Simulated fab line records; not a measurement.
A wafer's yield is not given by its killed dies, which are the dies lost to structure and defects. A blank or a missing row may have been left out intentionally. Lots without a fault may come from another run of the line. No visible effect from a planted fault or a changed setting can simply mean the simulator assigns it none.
The tool behind it: which one?	flow nandHarc	at 1 step of a route of 1302, 6 lots with 18 wafers sampled

## WHAT EACH GAUGE READ, for each wafer
NHARC_A_SLIT_INSPECT_11.
lot	measured	on	rawDefectCount
L772	day 21 00:28	defectInspect-02	106 111 127
L775	day 22 20:59	defectInspect-02	129 99 100
L781	day 25 23:58	defectInspect-01	43 53 48
L786	day 26 17:55	defectInspect-01	61 78 66
L789	day 28 20:35	defectInspect-01	12 18 15
L791	day 30 05:23	defectInspect-01	59 72 47

## WHAT TOOL EACH LOT RAN ON (gives the tool, then ch and the chambers of the sampled wafers, and finally the start)
The record holds no process step before these readings.

## THE ANSWER, worked out from the rows above alone
Rule: the lots themselves supply what counts as usual. Put in order of their means at a reading, lots are off if they are a third of the lots or fewer, leave a main group of 4 or more, and stand apart from it by a gap of 3 or more times the standard deviation of the main group's means; of several such gaps the widest counts. A main group is skipped when, at the precision printed for the reading in the tables above, its means are all equal. A lot without any number at a reading at which 4 lots or more have one is off too. Where the step has rows for the other lots, those lots are counted as sound.
Across all readings shown, no lot is off: no conclusion can be drawn from this.

## WHAT THE SIMULATOR HAD INSERTED
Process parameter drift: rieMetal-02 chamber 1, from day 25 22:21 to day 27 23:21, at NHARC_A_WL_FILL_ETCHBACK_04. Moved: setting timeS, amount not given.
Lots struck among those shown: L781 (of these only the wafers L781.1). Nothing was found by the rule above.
